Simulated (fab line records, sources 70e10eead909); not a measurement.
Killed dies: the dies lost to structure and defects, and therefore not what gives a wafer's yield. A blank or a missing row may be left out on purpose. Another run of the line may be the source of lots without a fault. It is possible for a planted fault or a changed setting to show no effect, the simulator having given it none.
Struck lot and sound lot, side by side | flow nand_harc | 15 steps out of a route of 1302
Sound: wafers L952.1, L952.4, L952.6. Struck: wafer L959.5 (left out: L959.1, L959.2 of the same lot, which were not struck); the cause appears at the end.
Per side, at each step with rows, come the tool, then ch with its chambers, and then its first start. Under that, the readings that differ: sound wafers | struck wafers | difference of the means | sigmas: that difference in standard deviations of wafers without a fault.
alike: a reading whose means differ by less than 2 such deviations, as well as words and numbers matching on both sides. not compared: withheld readings; readings where some wafer has no value; bounds like >300 that might hide an equal value; numbers whose values overlap and for which the record gives no deviation.
Wherever a step has rows on one side only, a row that says differs or no value, or a row with sigmas, the two part there. Non-overlapping numbers with no deviation appear without sigmas and do not part them. Lack of a reading on every wafer of one side parts them only where that side has two or more wafers.

first, 5 steps without rows for these wafers: NHARC_A_CONTACT_SOFTBAKE_37 (time 55 s); NHARC_A_CONTACT_EBR_38; NHARC_A_CONTACT_EXPOSE_39 (exposes mask A CC 3); NHARC_A_CONTACT_PEB_40 (peb time 65 s); NHARC_A_CONTACT_DEVELOP_41 (develop time 35 s).
NHARC_A_CONTACT_CD_MEAS_42: the cd target is 300 nm.
  sound on cd_sem-03 ch 0, day 23 22:44; struck on cd_sem-03 ch 0, day 27 05:23
  alike: cd_nm
NHARC_A_CONTACT_OVL_MEAS_43:
  sound on overlay-01, day 23 22:50; struck on overlay-02, day 27 05:28
  alike: overlay_x_nm, overlay_y_nm
NHARC_A_CONTACT_INSPECT_44:
  sound on defect_inspect-01, day 23 22:52; struck on defect_inspect-01, day 27 05:30
  alike: raw_defect_count
NHARC_A_CONTACT_DESCUM_47: chemistry O2, time 3 s.
  sound on rie_diel-07 ch 2,3, day 23 22:56; struck on rie_diel-07 ch 1, day 27 05:34
  alike: drypump_motor_current_A, oes_product_au, rf_vpp_V, showerhead_plenum_p_Torr, throttle_valve_pct
  not compared: rf_hours_counter_h
NHARC_A_CONTACT_ETCH_48: etches the open film in CF4, target depth 39 nm, time 65 s.
  sound on rie_diel-07 ch 0,3, day 23 23:05; struck on rie_diel-07 ch 2, day 27 05:39
  alike: drypump_motor_current_A, oes_product_au, rf_fwd_power_W, rf_vpp_V, showerhead_plenum_p_Torr, throttle_valve_pct
  not compared: rf_hours_counter_h
NHARC_A_CONTACT_ETCH_49: etches the open film in N2/H2, target depth 260 nm, time 475.3 s.
  sound on rie_diel-07 ch 0,3; struck on rie_diel-07 ch 3
  alike: drypump_motor_current_A, n2_flow_sccm, oes_product_au, rf_fwd_power_W, rf_vpp_V, showerhead_plenum_p_Torr, throttle_valve_pct
  not compared: rf_hours_counter_h
NHARC_A_CONTACT_ETCH_50: etches the open film in CF4/CHF3, target depth 121 nm, time 60.5 s.
  sound on rie_diel-07 ch 1,2,3; struck on rie_diel-07 ch 2
  alike: drypump_motor_current_A, oes_product_au, rf_fwd_power_W, rf_vpp_V, showerhead_plenum_p_Torr, throttle_valve_pct
  not compared: rf_hours_counter_h
NHARC_A_CONTACT_ETCH_51: etches the open film in O2/COS, target depth 7000 nm, time 1820 s.
  sound on rie_diel-07 ch 1,3, day 23 23:44; struck on rie_diel-07 ch 1, day 27 06:10
  reading               | sound             | struck | difference | sigmas
  oes_product_au (a.u.) | 1.005 0.991 0.996 | 0.833  | -0.164     | -20
  alike: drypump_motor_current_A, rf_fwd_power_W, rf_vpp_V, showerhead_plenum_p_Torr, throttle_valve_pct
  not compared: rf_hours_counter_h
NHARC_A_CONTACT_ETCH_111: etches the open film in C4F8/O2/Ar, time 140 s, target depth 700 nm.
  sound on har_cap_etch-01 ch 0,1, day 24 00:51; struck on har_cap_etch-03 ch 1, day 27 07:23
  not compared: rf_hours_counter_h
-- record jumps: 3 days between struck wafers' starts before vs after; left off in module A_CONTACT, resumes in module END, first step shown is number 1302 of the route --
NHARC_END_SORT_01:
  the record has rows for the struck wafers here (prober-02 ch 0, day 30 06:25) and none for the sound ones

== WHERE THEY PART ==
First at NHARC_A_CONTACT_ETCH_51; last, within this record, at NHARC_END_SORT_01.

WHY: whatever the simulator had introduced
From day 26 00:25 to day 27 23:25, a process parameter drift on rie_diel-07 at NHARC_A_CONTACT_ETCH_51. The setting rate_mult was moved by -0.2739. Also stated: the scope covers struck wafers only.
